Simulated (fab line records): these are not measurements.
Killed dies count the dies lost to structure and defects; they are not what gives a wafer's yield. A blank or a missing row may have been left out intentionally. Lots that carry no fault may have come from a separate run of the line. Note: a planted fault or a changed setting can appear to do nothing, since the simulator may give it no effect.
Struck lot and sound lot, side by side || flow n5Finfet || 38 steps out of a route of 1938
Sound: these wafers, L703.3, L703.4, L703.6. Struck: wafer L716.6 (L716.1, L716.4, from the same lot, were not struck and are left out); the cause is given at the end.
For every step that has rows: the tool of each side, followed by ch and its chambers, followed by its first start. Under that, the readings that differ: sound wafers || struck wafers || difference of the means || sigmas: that difference in standard deviations of wafers without a fault.
alike: same words and numbers on both sides, and readings whose means sit less than 2 such deviations apart. not compared: any withheld reading, any reading some wafer has no value for, any bound like >300 that may hide the same value, and any number with overlapping values for which the record gives no deviation.
The two part at a step that has a row with sigmas, a row that says differs or no value, or rows on one side only. When numbers do not overlap yet have no deviation, they are printed without sigmas and do not part them. A reading that every wafer of one side lacks parts them only if that side has two wafers or more.

first, 9 steps without rows for these wafers: N5_HKMG_FIN_DESCUM_17 (chemistry O2, time 7.9 s); N5_HKMG_FIN_ETCH_31 (etches SiARC in CF4, target depth 45.5 nm, time 75.8 s); N5_HKMG_FIN_ETCH_32 (etches SOC in N2/H2, target depth 240 nm, time 300 s); N5_HKMG_FIN_STRIP_33 (strips in N2/H2); N5_HKMG_FIN_STRIP_34 (strips in CF4); N5_HKMG_FIN_ETCH_35 (etches SOC in N2/H2, target depth 215.8 nm, time 243.4 s); N5_HKMG_FIN_STRIP_92 (strips SOC in N2/H2, time 20 s); N5_HKMG_FIN_WET_ETCH_18 (etches TiN in SC1, time 55 s, target depth 5.2 nm, rinse time 30 s); N5_HKMG_FIN_STRIP_19 (strips in N2/H2, time 360 s).
N5_HKMG_FIN_ALD_91: deposits TiN, target thk 1 nm, pulse time 1 s, purge time 3 s.
  sound on aldMetal-02 ch 1,3, day 4 13:49; struck on aldMetal-02 ch 2, day 7 13:43
  alike: chamberPressureTorr, heaterPowerW, precursorPulseHeightRel
  not compared: sinceWetCleanH
then, 27 steps without rows for these wafers: N5_HKMG_FIN_COAT_85 (time 60 s, resist thk 300 nm); N5_HKMG_FIN_ETCH_86 (etches SOC in N2/H2, stops on TiN, target depth 393.2 nm); N5_HKMG_FIN_STRIP_89 (strips SOC in N2/H2, time 20 s); N5_HKMG_FIN_WET_ETCH_87 (etches TiN in SC1, time 154.2 s, target depth 4.7 nm, rinse time 30 s); N5_HKMG_FIN_STRIP_88 (strips in N2/H2, time 360 s); N5_HKMG_FIN_NWFM_ALD_20 (deposits TiAlC, target thk 2 nm, pulse time 3 s, purge time 2 s); N5_HKMG_FIN_ALD_71 (deposits TiN, target thk 1 nm, pulse time 1 s, purge time 3 s); N5_HKMG_FIN_COAT_66 (time 60 s, resist thk 300 nm); N5_HKMG_FIN_ETCH_67 (etches SOC in N2/H2, stops on TiN, target depth 388.9 nm); N5_HKMG_FIN_STRIP_90 (strips SOC in N2/H2, time 20 s); N5_HKMG_FIN_WET_ETCH_73 (etches the open film in SC1, time 42.3 s, target depth 1.3 nm, rinse time 30 s); N5_HKMG_FIN_ETCHBACK_68 (etches the open film in Cl2/Ar, stops on HfO2, target depth 0.5 nm); N5_HKMG_FIN_STRIP_69 (strips in N2/H2, time 360 s); N5_HKMG_FIN_ALD_21 (deposits TiN, target thk 1.5 nm, pulse time 1 s, purge time 3 s); N5_HKMG_FIN_ALD_72 (deposits W, target thk 2 nm, pulse time 1 s, purge time 2 s); N5_HKMG_FIN_W_FILL_22 (material W, target thk 60 nm, time 18.2 s); N5_HKMG_FIN_PRECLEAN_83 (cleans in DIW, time 57.5 s); N5_HKMG_FIN_SRD_84 (dry time 32 s); N5_HKMG_FIN_CMP_23 (polishes, stops on SiNx, t overpolish 10 s, target thk 46.326 nm); N5_HKMG_FIN_CMP_94 (polishes, stops on SiNx, t overpolish 4.7 s, target thk 43.299 nm); N5_GATE_CUT_ETCHBACK_00 (etches W in SF6/Cl2); N5_GATE_CUT_ETCH_56 (etches TiN in Cl2/Ar, target depth 21.6 nm); N5_GATE_CUT_ETCHBACK_30 (etches TiN in Cl2/Ar, target depth 3 nm); N5_GATE_CUT_VAPOR_ETCH_60 (etches HfO2 in BCl3/Cl2); N5_GATE_CUT_ETCH_58 (etches SiNx in CH3F/O2, target depth 17 nm, time 128.6 s); N5_GATE_CUT_STRIP_59 (strips in N2/H2, time 20 s); N5_GATE_CUT_PRECLEAN_31 (cleans in DIW, time 300 s).
-- record jumps: 8 days separate the struck wafers' starts on either side; left off in module GATE_CUT, taken up again in module PASSIVATION, whose first shown step is the route's number 1936 --
N5_PASSIVATION_PROBE_49:
  rows exist in the record for the struck wafers here (prober-01, day 15 19:33), but not for the sound ones

== WHERE THEY PART ==
Only at N5_PASSIVATION_PROBE_49, as far as this record shows.

WHY: what had been put in by the simulator
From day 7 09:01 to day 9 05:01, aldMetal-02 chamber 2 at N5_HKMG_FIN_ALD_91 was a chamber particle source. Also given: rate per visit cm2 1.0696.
